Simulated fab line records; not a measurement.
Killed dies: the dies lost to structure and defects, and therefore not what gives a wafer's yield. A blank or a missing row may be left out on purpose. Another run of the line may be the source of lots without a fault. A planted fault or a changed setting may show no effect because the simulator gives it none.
fab line records || flow n5-finfet || part 2 of 2: steps 23 to 29 of 29
[record] {"lots": 5, "wafers": 15, "last-day": 17}
route steps=1938 shown GATE_CUT@508 MOL_CONTACT_COAG@517
lots that met no fault: from a run of the same line without faults
start-h: start of the lot's first displayed wafer, in hours after the record's first day || wait-h: hours since the lot's step before || " same as the row above || L1.1+2: a single row standing in for several wafers || - value missing, or start not given || * or withheld: withheld || < > ~ a bound
route shown NAME@n: a module of which the file shows steps, and the number in the route of the first || usual: average and standard deviation across the fault-free wafers || same: alike in all rows || chamber/n: place in a boat || sites: readings site by site || _std_site: standard deviation of those values || _edge_site: mean of outer sites minus mean of inner sites || radius-mm: for every site, how far away it sits from the centre of the wafer || mask NAME#n: copy n || behind: tool/chamber where the wafer was last shaped || hold: why the lot went on hold/how many hours it stayed there/how the hold came to an end || device: transistor that didn't switch, given as n, p or np || end of line: the same wafers' tests at the end of the route || a step given without rows: its recipe and nothing more || killed: dies that structure and defects cost at the first sort, which is not the same as the wafer's yield || map: per-die view of a wafer (x killed, . not killed, _ where there is no die)
set.NAME: the run value of the setting; set.NAME@STEP: its run value at that earlier step || model.NAME: the simulator's own value behind a step, which no gauge read
lots at some steps of the route; a table a step, a row a wafer
services: a tool's chamber out of use, with start hour (start-h, from the record's first day; less than 0 if before it), hours out, and reason
[[steps]]
[step N5_MOL_CONTACT_COAG_ETCH_105]
[recipe] {"chemistry": "CF4", "target": "SiARC", "target-depth-a": 156, "mask-material": "CAR-EUV", "time-s": 26, "ion-energy-ev": 80, "pressure-mtorr": 40, "source-w": 545, "bias-w": 36, "Ar_flow_sccm": 100, "cf4-flow-sccm": 100, "ends": "cleared"}
[usual] {"drypump-motor-current-A": "5.5/0.32", "etch-rf-on-time-s": "26.0/0.41", "oes-product-au": "0.66/0.062", "rf-vpp-V": "184.1/1", "showerhead-plenum-p-Torr": "2.15/0.056", "throttle-valve-pct": "15.76/0.2"}
{"lot.wafer": "L077.2", "tool": "rie-diel-01", "chamber": 3, "start-h": 106.83, "wait-h": 0.0, "drypump-motor-current-A": 5.7, "etch-rf-on-time-s": 25.4, "oes-product-au": 0.65, "rf-hours-counter-h": 162, "rf-vpp-V": 184.8, "showerhead-plenum-p-Torr": 2.13, "throttle-valve-pct": 15.79}
{"lot.wafer": "L077.3", "tool": "rie-diel-01", "chamber": 1, "start-h": 106.83, "wait-h": 0.0, "drypump-motor-current-A": 5.7, "etch-rf-on-time-s": 25.3, "oes-product-au": 0.85, "rf-hours-counter-h": 2, "rf-vpp-V": 184.2, "showerhead-plenum-p-Torr": 2.19, "throttle-valve-pct": 15.46}
{"lot.wafer": "L077.5", "tool": "rie-diel-01", "chamber": 3, "start-h": 106.83, "wait-h": 0.0, "drypump-motor-current-A": 5.7, "etch-rf-on-time-s": 25.1, "oes-product-au": 0.65, "rf-hours-counter-h": "-", "rf-vpp-V": 183.0, "showerhead-plenum-p-Torr": 2.13, "throttle-valve-pct": 15.79}
{"lot.wafer": "L081.3", "tool": "rie-diel-01", "chamber": 1, "start-h": 130.62, "wait-h": 0.0, "drypump-motor-current-A": 5.7, "etch-rf-on-time-s": 25.8, "oes-product-au": 0.81, "rf-hours-counter-h": 11, "rf-vpp-V": 186.2, "showerhead-plenum-p-Torr": 2.19, "throttle-valve-pct": 15.48}
{"lot.wafer": "L081.4", "tool": "rie-diel-01", "chamber": 3, "start-h": 130.62, "wait-h": 0.0, "drypump-motor-current-A": 5.7, "etch-rf-on-time-s": 25.2, "oes-product-au": 0.65, "rf-hours-counter-h": 170, "rf-vpp-V": 184.8, "showerhead-plenum-p-Torr": 2.13, "throttle-valve-pct": 15.81}
{"lot.wafer": "L081.5", "tool": "rie-diel-01", "chamber": 0, "start-h": 130.62, "wait-h": 0.0, "drypump-motor-current-A": 5.7, "etch-rf-on-time-s": 26.2, "oes-product-au": 0.72, "rf-hours-counter-h": "-", "rf-vpp-V": 185.6, "showerhead-plenum-p-Torr": 2.17, "throttle-valve-pct": 15.57}
{"lot.wafer": "L088.1", "tool": "rie-diel-06", "chamber": 0, "start-h": 174.31, "wait-h": 0.0, "drypump-motor-current-A": 5.2, "etch-rf-on-time-s": 26.6, "oes-product-au": 0.60, "rf-hours-counter-h": 201, "rf-vpp-V": 184.4, "showerhead-plenum-p-Torr": 2.21, "throttle-valve-pct": 16.01}
{"lot.wafer": "L088.5", "tool": "rie-diel-06", "chamber": 0, "start-h": 174.31, "wait-h": 0.0, "drypump-motor-current-A": 5.2, "etch-rf-on-time-s": 26.7, "oes-product-au": 0.60, "rf-hours-counter-h": "-", "rf-vpp-V": 182.9, "showerhead-plenum-p-Torr": 2.21, "throttle-valve-pct": 15.99}
{"lot.wafer": "L088.6", "tool": "rie-diel-06", "chamber": 1, "start-h": 174.31, "wait-h": 0.0, "drypump-motor-current-A": 5.2, "etch-rf-on-time-s": 25.6, "oes-product-au": 0.85, "rf-hours-counter-h": "-", "rf-vpp-V": 182.4, "showerhead-plenum-p-Torr": 2.12, "throttle-valve-pct": 15.41}
{"lot.wafer": "L089.2", "tool": "rie-diel-02", "chamber": 0, "start-h": 182.10, "wait-h": 0.0, "drypump-motor-current-A": 6.1, "etch-rf-on-time-s": 26.1, "oes-product-au": 0.66, "rf-hours-counter-h": 158, "rf-vpp-V": 183.0, "showerhead-plenum-p-Torr": 2.06, "throttle-valve-pct": 15.57}
{"lot.wafer": "L089.3", "tool": "rie-diel-02", "chamber": 3, "start-h": 182.10, "wait-h": 0.0, "drypump-motor-current-A": 5.1, "etch-rf-on-time-s": 26.1, "oes-product-au": 0.63, "rf-hours-counter-h": 184, "rf-vpp-V": 183.5, "showerhead-plenum-p-Torr": 2.21, "throttle-valve-pct": 16.00}
{"lot.wafer": "L089.5", "tool": "rie-diel-02", "chamber": 1, "start-h": 182.10, "wait-h": 0.0, "drypump-motor-current-A": 5.2, "etch-rf-on-time-s": 26.3, "oes-product-au": 0.64, "rf-hours-counter-h": "-", "rf-vpp-V": 184.5, "showerhead-plenum-p-Torr": 2.15, "throttle-valve-pct": 15.64}
{"lot.wafer": "L093.1", "tool": "rie-diel-06", "chamber": 2, "start-h": 203.59, "wait-h": 0.0, "drypump-motor-current-A": 5.1, "etch-rf-on-time-s": 26.3, "oes-product-au": 0.58, "rf-hours-counter-h": 212, "rf-vpp-V": 184.2, "showerhead-plenum-p-Torr": 2.21, "throttle-valve-pct": 15.78}
{"lot.wafer": "L093.5", "tool": "rie-diel-06", "chamber": 3, "start-h": 203.59, "wait-h": 0.0, "drypump-motor-current-A": 5.9, "etch-rf-on-time-s": 26.1, "oes-product-au": 0.64, "rf-hours-counter-h": "-", "rf-vpp-V": 183.9, "showerhead-plenum-p-Torr": 2.06, "throttle-valve-pct": 15.80}
{"lot.wafer": "L093.6", "tool": "rie-diel-06", "chamber": 0, "start-h": 203.59, "wait-h": 0.0, "drypump-motor-current-A": 5.2, "etch-rf-on-time-s": 26.4, "oes-product-au": 0.61, "rf-hours-counter-h": "-", "rf-vpp-V": 184.5, "showerhead-plenum-p-Torr": 2.21, "throttle-valve-pct": 16.02}
[step N5_MOL_CONTACT_COAG_ETCH_106]
[recipe] {"chemistry": "N2/H2", "target": "SOC", "target-depth-a": 800, "overetch-a": 160, "mask-material": "SiARC", "temp-c": 40, "time-s": 120, "ion-energy-ev": 200, "pressure-mtorr": 30, "source-w": 840, "bias-w": 150, "n2-flow-sccm": 200, "h2-flow-sccm": 200}
[usual] {"drypump-motor-current-A": "5.5/0.32", "oes-product-au": "0.70/0.063", "rf-vpp-V": "524.1/2.1", "showerhead-plenum-p-Torr": "2.55/0.074", "throttle-valve-pct": "17.95/0.22"}
{"lot.wafer": "L077.2", "tool": "rie-diel-01", "chamber": 3, "start-h": 106.86, "wait-h": 0.0, "drypump-motor-current-A": 5.7, "oes-product-au": 0.67, "rf-hours-counter-h": 162, "rf-vpp-V": 522.2, "showerhead-plenum-p-Torr": 2.53, "throttle-valve-pct": 17.96}
{"lot.wafer": "L077.3", "tool": "rie-diel-01", "chamber": 1, "start-h": 106.86, "wait-h": 0.0, "drypump-motor-current-A": 5.8, "oes-product-au": 0.88, "rf-hours-counter-h": 2, "rf-vpp-V": 525.4, "showerhead-plenum-p-Torr": 2.59, "throttle-valve-pct": 17.50}
{"lot.wafer": "L077.5", "tool": "rie-diel-01", "chamber": 3, "start-h": 106.86, "wait-h": 0.0, "drypump-motor-current-A": 5.7, "oes-product-au": 0.67, "rf-hours-counter-h": "-", "rf-vpp-V": 523.5, "showerhead-plenum-p-Torr": 2.53, "throttle-valve-pct": 17.96}
{"lot.wafer": "L081.3", "tool": "rie-diel-01", "chamber": 1, "start-h": 130.65, "wait-h": 0.0, "drypump-motor-current-A": 5.8, "oes-product-au": 0.84, "rf-hours-counter-h": 11, "rf-vpp-V": 525.6, "showerhead-plenum-p-Torr": 2.58, "throttle-valve-pct": 17.54}
{"lot.wafer": "L081.4", "tool": "rie-diel-01", "chamber": 3, "start-h": 130.65, "wait-h": 0.0, "drypump-motor-current-A": 5.7, "oes-product-au": 0.67, "rf-hours-counter-h": 170, "rf-vpp-V": 523.2, "showerhead-plenum-p-Torr": 2.53, "throttle-valve-pct": 17.98}
{"lot.wafer": "L081.5", "tool": "rie-diel-01", "chamber": 0, "start-h": 130.65, "wait-h": 0.0, "drypump-motor-current-A": 5.7, "oes-product-au": 0.76, "rf-hours-counter-h": "-", "rf-vpp-V": 524.9, "showerhead-plenum-p-Torr": 2.58, "throttle-valve-pct": 17.88}
{"lot.wafer": "L088.1", "tool": "rie-diel-06", "chamber": 0, "start-h": 174.34, "wait-h": 0.0, "drypump-motor-current-A": 5.2, "oes-product-au": 0.65, "rf-hours-counter-h": 201, "rf-vpp-V": 527.1, "showerhead-plenum-p-Torr": 2.62, "throttle-valve-pct": 18.06}
{"lot.wafer": "L088.5", "tool": "rie-diel-06", "chamber": 0, "start-h": 174.34, "wait-h": 0.0, "drypump-motor-current-A": 5.2, "oes-product-au": 0.65, "rf-hours-counter-h": "-", "rf-vpp-V": 525.6, "showerhead-plenum-p-Torr": 2.62, "throttle-valve-pct": 18.07}
{"lot.wafer": "L088.6", "tool": "rie-diel-06", "chamber": 1, "start-h": 174.34, "wait-h": 0.0, "drypump-motor-current-A": 5.2, "oes-product-au": 0.87, "rf-hours-counter-h": "-", "rf-vpp-V": 521.8, "showerhead-plenum-p-Torr": 2.49, "throttle-valve-pct": 17.61}
{"lot.wafer": "L089.2", "tool": "rie-diel-02", "chamber": 0, "start-h": 182.13, "wait-h": 0.0, "drypump-motor-current-A": 6.1, "oes-product-au": 0.68, "rf-hours-counter-h": 158, "rf-vpp-V": 521.2, "showerhead-plenum-p-Torr": 2.43, "throttle-valve-pct": 17.76}
{"lot.wafer": "L089.3", "tool": "rie-diel-02", "chamber": 3, "start-h": 182.13, "wait-h": 0.0, "drypump-motor-current-A": 5.1, "oes-product-au": 0.67, "rf-hours-counter-h": 184, "rf-vpp-V": 526.2, "showerhead-plenum-p-Torr": 2.65, "throttle-valve-pct": 18.40}
{"lot.wafer": "L089.5", "tool": "rie-diel-02", "chamber": 1, "start-h": 182.13, "wait-h": 0.0, "drypump-motor-current-A": 5.2, "oes-product-au": 0.68, "rf-hours-counter-h": "-", "rf-vpp-V": 524.0, "showerhead-plenum-p-Torr": 2.55, "throttle-valve-pct": 17.83}
{"lot.wafer": "L093.1", "tool": "rie-diel-06", "chamber": 2, "start-h": 203.62, "wait-h": 0.0, "drypump-motor-current-A": 5.1, "oes-product-au": 0.63, "rf-hours-counter-h": 212, "rf-vpp-V": 527.0, "showerhead-plenum-p-Torr": 2.62, "throttle-valve-pct": 17.93}
{"lot.wafer": "L093.5", "tool": "rie-diel-06", "chamber": 3, "start-h": 203.62, "wait-h": 0.0, "drypump-motor-current-A": 5.9, "oes-product-au": 0.67, "rf-hours-counter-h": "-", "rf-vpp-V": 519.0, "showerhead-plenum-p-Torr": 2.44, "throttle-valve-pct": 18.10}
{"lot.wafer": "L093.6", "tool": "rie-diel-06", "chamber": 0, "start-h": 203.62, "wait-h": 0.0, "drypump-motor-current-A": 5.2, "oes-product-au": 0.64, "rf-hours-counter-h": "-", "rf-vpp-V": 526.2, "showerhead-plenum-p-Torr": 2.61, "throttle-valve-pct": 18.09}
[step N5_MOL_CONTACT_COAG_STRIP_107]
[recipe] {"chemistry": "N2/H2", "temp-c": 40, "n2-flow-sccm": 200, "h2-flow-sccm": 200, "rf-frequency-hz": 6e+07}
{"lot.wafer": "L077.2+3+5", "tool": "rie-diel-01", "chamber": "3,1,3", "start-h": 106.94, "wait-h": 0.0}
{"lot.wafer": "L081.3+4+5", "tool": "rie-diel-01", "chamber": "1,3,0", "start-h": 130.73, "wait-h": 0.0}
{"lot.wafer": "L088.1+5+6", "tool": "rie-diel-06", "chamber": "0,0,1", "start-h": 174.42, "wait-h": 0.0}
{"lot.wafer": "L089.2+3+5", "tool": "rie-diel-02", "chamber": "0,3,1", "start-h": 182.21, "wait-h": 0.0}
{"lot.wafer": "L093.1+5+6", "tool": "rie-diel-06", "chamber": "2,3,0", "start-h": 203.70, "wait-h": 0.0}
[step N5_MOL_CONTACT_COAG_STRIP_108]
[recipe] {"chemistry": "N2/H2", "temp-c": 40, "n2-flow-sccm": 200, "h2-flow-sccm": 200, "rf-frequency-hz": 6e+07}
{"lot.wafer": "L077.2+3+5", "tool": "rie-diel-01", "chamber": "3,1,3", "start-h": 106.95, "wait-h": 0.0}
{"lot.wafer": "L081.3+4+5", "tool": "rie-diel-01", "chamber": "1,3,0", "start-h": 130.74, "wait-h": 0.0}
{"lot.wafer": "L088.1+5+6", "tool": "rie-diel-06", "chamber": "0,0,1", "start-h": 174.43, "wait-h": 0.0}
{"lot.wafer": "L089.2+3+5", "tool": "rie-diel-02", "chamber": "0,3,1", "start-h": 182.22, "wait-h": 0.0}
{"lot.wafer": "L093.1+5+6", "tool": "rie-diel-06", "chamber": "2,3,0", "start-h": 203.71, "wait-h": 0.0}
[step N5_MOL_CONTACT_COAG_CONTACT_ETCH_14]
[recipe] {"chemistry": "C4F6/O2", "target": "SiO2", "target-depth-a": 275, "overetch-a": 85, "mask-material": "SOC", "pressure-mtorr": 30, "source-w": 370, "bias-w": 185, "Ar_flow_sccm": 300, "C4F6_flow_sccm": 16, "O2_flow_sccm": 10, "time-s": 20, "ion-energy-ev": 259.6}
[usual] {"drypump-motor-current-A": "5.5/0.32", "oes-product-au": "0.66/0.06", "rf-vpp-V": "692.9/2.8", "showerhead-plenum-p-Torr": "2.89/0.078", "throttle-valve-pct": "21.45/0.18"}
{"lot.wafer": "L077.2", "tool": "rie-diel-01", "chamber": 3, "start-h": 106.96, "wait-h": 0.0, "drypump-motor-current-A": 5.7, "oes-product-au": 0.64, "rf-hours-counter-h": 162, "rf-vpp-V": 691.4, "showerhead-plenum-p-Torr": 2.87, "throttle-valve-pct": 21.47}
{"lot.wafer": "L077.3", "tool": "rie-diel-01", "chamber": 1, "start-h": 106.96, "wait-h": 0.0, "drypump-motor-current-A": 5.8, "oes-product-au": 0.83, "rf-hours-counter-h": 2, "rf-vpp-V": 693.6, "showerhead-plenum-p-Torr": 2.94, "throttle-valve-pct": 21.15}
{"lot.wafer": "L077.5", "tool": "rie-diel-01", "chamber": 3, "start-h": 106.96, "wait-h": 0.0, "drypump-motor-current-A": 5.7, "oes-product-au": 0.64, "rf-hours-counter-h": "-", "rf-vpp-V": 692.1, "showerhead-plenum-p-Torr": 2.87, "throttle-valve-pct": 21.48}
{"lot.wafer": "L081.3", "tool": "rie-diel-01", "chamber": 1, "start-h": 130.75, "wait-h": 0.0, "drypump-motor-current-A": 5.7, "oes-product-au": 0.81, "rf-hours-counter-h": 11, "rf-vpp-V": 694.3, "showerhead-plenum-p-Torr": 2.94, "throttle-valve-pct": 21.16}
{"lot.wafer": "L081.4", "tool": "rie-diel-01", "chamber": 3, "start-h": 130.75, "wait-h": 0.0, "drypump-motor-current-A": 5.7, "oes-product-au": 0.64, "rf-hours-counter-h": 170, "rf-vpp-V": 693.0, "showerhead-plenum-p-Torr": 2.87, "throttle-valve-pct": 21.48}
{"lot.wafer": "L081.5", "tool": "rie-diel-01", "chamber": 0, "start-h": 130.75, "wait-h": 0.0, "drypump-motor-current-A": 5.7, "oes-product-au": 0.72, "rf-hours-counter-h": "-", "rf-vpp-V": 693.9, "showerhead-plenum-p-Torr": 2.93, "throttle-valve-pct": 21.40}
{"lot.wafer": "L088.1", "tool": "rie-diel-06", "chamber": 0, "start-h": 174.44, "wait-h": 0.0, "drypump-motor-current-A": 5.2, "oes-product-au": 0.62, "rf-hours-counter-h": 201, "rf-vpp-V": 695.6, "showerhead-plenum-p-Torr": 2.97, "throttle-valve-pct": 21.64}
{"lot.wafer": "L088.5", "tool": "rie-diel-06", "chamber": 0, "start-h": 174.44, "wait-h": 0.0, "drypump-motor-current-A": 5.2, "oes-product-au": 0.61, "rf-hours-counter-h": "-", "rf-vpp-V": 695.6, "showerhead-plenum-p-Torr": 2.97, "throttle-valve-pct": 21.64}
{"lot.wafer": "L088.6", "tool": "rie-diel-06", "chamber": 1, "start-h": 174.44, "wait-h": 0.0, "drypump-motor-current-A": 5.1, "oes-product-au": 0.84, "rf-hours-counter-h": "-", "rf-vpp-V": 689.7, "showerhead-plenum-p-Torr": 2.86, "throttle-valve-pct": 21.29}
{"lot.wafer": "L089.2", "tool": "rie-diel-02", "chamber": 0, "start-h": 182.23, "wait-h": 0.0, "drypump-motor-current-A": 6.2, "oes-product-au": 0.65, "rf-hours-counter-h": 158, "rf-vpp-V": 687.6, "showerhead-plenum-p-Torr": 2.78, "throttle-valve-pct": 21.22}
{"lot.wafer": "L089.3", "tool": "rie-diel-02", "chamber": 3, "start-h": 182.23, "wait-h": 0.0, "drypump-motor-current-A": 5.1, "oes-product-au": 0.63, "rf-hours-counter-h": 184, "rf-vpp-V": 696.6, "showerhead-plenum-p-Torr": 2.98, "throttle-valve-pct": 21.75}
{"lot.wafer": "L089.5", "tool": "rie-diel-02", "chamber": 1, "start-h": 182.23, "wait-h": 0.0, "drypump-motor-current-A": 5.2, "oes-product-au": 0.65, "rf-hours-counter-h": "-", "rf-vpp-V": 692.6, "showerhead-plenum-p-Torr": 2.88, "throttle-valve-pct": 21.25}
{"lot.wafer": "L093.1", "tool": "rie-diel-06", "chamber": 2, "start-h": 203.72, "wait-h": 0.0, "drypump-motor-current-A": 5.1, "oes-product-au": 0.58, "rf-hours-counter-h": 212, "rf-vpp-V": 694.2, "showerhead-plenum-p-Torr": 2.99, "throttle-valve-pct": 21.53}
{"lot.wafer": "L093.5", "tool": "rie-diel-06", "chamber": 3, "start-h": 203.72, "wait-h": 0.0, "drypump-motor-current-A": 5.9, "oes-product-au": 0.63, "rf-hours-counter-h": "-", "rf-vpp-V": 689.6, "showerhead-plenum-p-Torr": 2.77, "throttle-valve-pct": 21.47}
{"lot.wafer": "L093.6", "tool": "rie-diel-06", "chamber": 0, "start-h": 203.72, "wait-h": 0.0, "drypump-motor-current-A": 5.2, "oes-product-au": 0.60, "rf-hours-counter-h": "-", "rf-vpp-V": 695.2, "showerhead-plenum-p-Torr": 2.96, "throttle-valve-pct": 21.66}
[step N5_MOL_CONTACT_COAG_STRIP_109]
[recipe] {"chemistry": "C4F6/O2", "resist": "SiARC", "rf-frequency-hz": 6e+07}
{"lot.wafer": "L077.2+3+5", "tool": "rie-diel-01", "chamber": "3,1,3", "start-h": 106.98, "wait-h": 0.0}
{"lot.wafer": "L081.3+4+5", "tool": "rie-diel-01", "chamber": "1,3,0", "start-h": 130.77, "wait-h": 0.0}
{"lot.wafer": "L088.1+5+6", "tool": "rie-diel-06", "chamber": "0,0,1", "start-h": 174.46, "wait-h": 0.0}
{"lot.wafer": "L089.2+3+5", "tool": "rie-diel-02", "chamber": "0,3,1", "start-h": 182.26, "wait-h": 0.0}
{"lot.wafer": "L093.1+5+6", "tool": "rie-diel-06", "chamber": "2,3,0", "start-h": 203.74, "wait-h": 0.0}
[step N5_MOL_CONTACT_COAG_ETCH_15]
[recipe] {"chemistry": "CH3F/O2", "target": "SiNx", "target-depth-a": 70, "mask-material": "SOC", "stop-on": "Si:P", "over-etch-frac": 0.75, "ion-energy-ev": 120, "pressure-mtorr": 30, "source-w": 395, "bias-w": 73, "Ar_flow_sccm": 150, "CH3F_flow_sccm": 30, "O2_flow_sccm": 20}
[usual] {"drypump-motor-current-A": "5.5/0.32", "oes-product-au": "0.57/0.051", "rf-vpp-V": "298/5.8", "showerhead-plenum-p-Torr": "2.01/0.057", "throttle-valve-pct": "16.49/0.19"}
{"lot.wafer": "L077.2", "tool": "rie-diel-01", "chamber": 3, "start-h": 106.99, "wait-h": 0.0, "drypump-motor-current-A": 5.7, "oes-product-au": 0.55, "rf-hours-counter-h": 162, "rf-vpp-V": 299, "showerhead-plenum-p-Torr": 2.00, "throttle-valve-pct": 16.54}
{"lot.wafer": "L077.3", "tool": "rie-diel-01", "chamber": 1, "start-h": 106.99, "wait-h": 0.0, "drypump-motor-current-A": 5.7, "oes-product-au": 0.72, "rf-hours-counter-h": 2, "rf-vpp-V": 302, "showerhead-plenum-p-Torr": 2.05, "throttle-valve-pct": 16.17}
{"lot.wafer": "L077.5", "tool": "rie-diel-01", "chamber": 3, "start-h": 106.99, "wait-h": 0.0, "drypump-motor-current-A": 5.7, "oes-product-au": 0.55, "rf-hours-counter-h": "-", "rf-vpp-V": 301, "showerhead-plenum-p-Torr": 2.00, "throttle-valve-pct": 16.54}
{"lot.wafer": "L081.3", "tool": "rie-diel-01", "chamber": 1, "start-h": 130.78, "wait-h": 0.0, "drypump-motor-current-A": 5.7, "oes-product-au": 0.68, "rf-hours-counter-h": 11, "rf-vpp-V": 303, "showerhead-plenum-p-Torr": 2.04, "throttle-valve-pct": 16.20}
{"lot.wafer": "L081.4", "tool": "rie-diel-01", "chamber": 3, "start-h": 130.78, "wait-h": 0.0, "drypump-motor-current-A": 5.7, "oes-product-au": 0.54, "rf-hours-counter-h": 170, "rf-vpp-V": 300, "showerhead-plenum-p-Torr": 1.99, "throttle-valve-pct": 16.53}
{"lot.wafer": "L081.5", "tool": "rie-diel-01", "chamber": 0, "start-h": 130.78, "wait-h": 0.0, "drypump-motor-current-A": 5.7, "oes-product-au": 0.62, "rf-hours-counter-h": "-", "rf-vpp-V": 300, "showerhead-plenum-p-Torr": 2.04, "throttle-valve-pct": 16.38}
{"lot.wafer": "L088.1", "tool": "rie-diel-06", "chamber": 0, "start-h": 174.47, "wait-h": 0.0, "drypump-motor-current-A": 5.2, "oes-product-au": 0.52, "rf-hours-counter-h": 201, "rf-vpp-V": 293, "showerhead-plenum-p-Torr": 2.07, "throttle-valve-pct": 16.71}
{"lot.wafer": "L088.5", "tool": "rie-diel-06", "chamber": 0, "start-h": 174.47, "wait-h": 0.0, "drypump-motor-current-A": 5.2, "oes-product-au": 0.53, "rf-hours-counter-h": "-", "rf-vpp-V": 291, "showerhead-plenum-p-Torr": 2.07, "throttle-valve-pct": 16.72}
{"lot.wafer": "L088.6", "tool": "rie-diel-06", "chamber": 1, "start-h": 174.47, "wait-h": 0.0, "drypump-motor-current-A": 5.2, "oes-product-au": 0.71, "rf-hours-counter-h": "-", "rf-vpp-V": 302, "showerhead-plenum-p-Torr": 1.98, "throttle-valve-pct": 16.20}
{"lot.wafer": "L089.2", "tool": "rie-diel-02", "chamber": 0, "start-h": 182.27, "wait-h": 0.0, "drypump-motor-current-A": 6.1, "oes-product-au": 0.56, "rf-hours-counter-h": 158, "rf-vpp-V": 292, "showerhead-plenum-p-Torr": 1.93, "throttle-valve-pct": 16.30}
{"lot.wafer": "L089.3", "tool": "rie-diel-02", "chamber": 3, "start-h": 182.27, "wait-h": 0.0, "drypump-motor-current-A": 5.1, "oes-product-au": 0.54, "rf-hours-counter-h": 184, "rf-vpp-V": 308, "showerhead-plenum-p-Torr": 2.08, "throttle-valve-pct": 16.76}
{"lot.wafer": "L089.5", "tool": "rie-diel-02", "chamber": 1, "start-h": 182.27, "wait-h": 0.0, "drypump-motor-current-A": 5.3, "oes-product-au": 0.55, "rf-hours-counter-h": "-", "rf-vpp-V": 293, "showerhead-plenum-p-Torr": 2.00, "throttle-valve-pct": 16.35}
{"lot.wafer": "L093.1", "tool": "rie-diel-06", "chamber": 2, "start-h": 203.75, "wait-h": 0.0, "drypump-motor-current-A": 5.1, "oes-product-au": 0.51, "rf-hours-counter-h": 212, "rf-vpp-V": 298, "showerhead-plenum-p-Torr": 2.08, "throttle-valve-pct": 16.57}
{"lot.wafer": "L093.5", "tool": "rie-diel-06", "chamber": 3, "start-h": 203.75, "wait-h": 0.0, "drypump-motor-current-A": 5.9, "oes-product-au": 0.55, "rf-hours-counter-h": "-", "rf-vpp-V": 287, "showerhead-plenum-p-Torr": 1.92, "throttle-valve-pct": 16.49}
{"lot.wafer": "L093.6", "tool": "rie-diel-06", "chamber": 0, "start-h": 203.75, "wait-h": 0.0, "drypump-motor-current-A": 5.2, "oes-product-au": 0.52, "rf-hours-counter-h": "-", "rf-vpp-V": 292, "showerhead-plenum-p-Torr": 2.06, "throttle-valve-pct": 16.74}
[[services]]
{"tool": "cmp-04", "chamber": "-", "start-h": 79.93, "hours": 5.5, "kind": "repair"}
{"tool": "rie-diel-01", "chamber": 2, "start-h": 84.59, "hours": 4.7, "kind": "repair"}
{"tool": "ald-sin-03", "chamber": 2, "start-h": 85.31, "hours": 13.8, "kind": "repair"}
{"tool": "cmp-03", "chamber": "-", "start-h": 89.40, "hours": 0.2, "kind": "repair"}
{"tool": "rie-diel-02", "chamber": 0, "start-h": 92.12, "hours": 4.1, "kind": "repair"}
{"tool": "rie-diel-06", "chamber": 3, "start-h": 93.50, "hours": 2.2, "kind": "repair"}
{"tool": "euv-scanner-01", "chamber": "-", "start-h": 110.66, "hours": 1.0, "kind": "pm"}
{"tool": "ald-sin-04", "chamber": "-", "start-h": 115.57, "hours": 6.1, "kind": "pm"}
{"tool": "euv-scanner-02", "chamber": "-", "start-h": 116.35, "hours": 1.0, "kind": "pm"}
{"tool": "euv-scanner-01", "chamber": "-", "start-h": 119.24, "hours": 5.8, "kind": "pm"}
{"tool": "cmp-04", "chamber": "-", "start-h": 129.99, "hours": 4.7, "kind": "pm"}
{"tool": "cmp-02", "chamber": "-", "start-h": 130.92, "hours": 1.4, "kind": "repair"}
{"tool": "euv-scanner-02", "chamber": "-", "start-h": 140.23, "hours": 4.6, "kind": "pm"}
{"tool": "cmp-02", "chamber": "-", "start-h": 142.79, "hours": 4.0, "kind": "pm"}
{"tool": "euv-scanner-01", "chamber": "-", "start-h": 144.83, "hours": 4.6, "kind": "pm"}
{"tool": "cmp-04", "chamber": "-", "start-h": 150.54, "hours": 5.1, "kind": "repair"}
{"tool": "euv-scanner-01", "chamber": "-", "start-h": 166.81, "hours": 1.0, "kind": "pm"}
{"tool": "euv-scanner-01", "chamber": "-", "start-h": 170.05, "hours": 3.4, "kind": "repair"}
{"tool": "rie-diel-02", "chamber": 2, "start-h": 173.19, "hours": 5.9, "kind": "repair"}
{"tool": "euv-scanner-02", "chamber": "-", "start-h": 173.50, "hours": 1.0, "kind": "pm"}
{"tool": "rie-diel-06", "chamber": 1, "start-h": 176.21, "hours": 35.1, "kind": "repair"}
{"tool": "ald-sin-03", "chamber": "-", "start-h": 176.81, "hours": 14.0, "kind": "pm"}
{"tool": "rie-diel-02", "chamber": "-", "start-h": 182.74, "hours": 0.5, "kind": "repair"}
{"tool": "rie-diel-02", "chamber": 2, "start-h": 192.53, "hours": 6.0, "kind": "repair"}
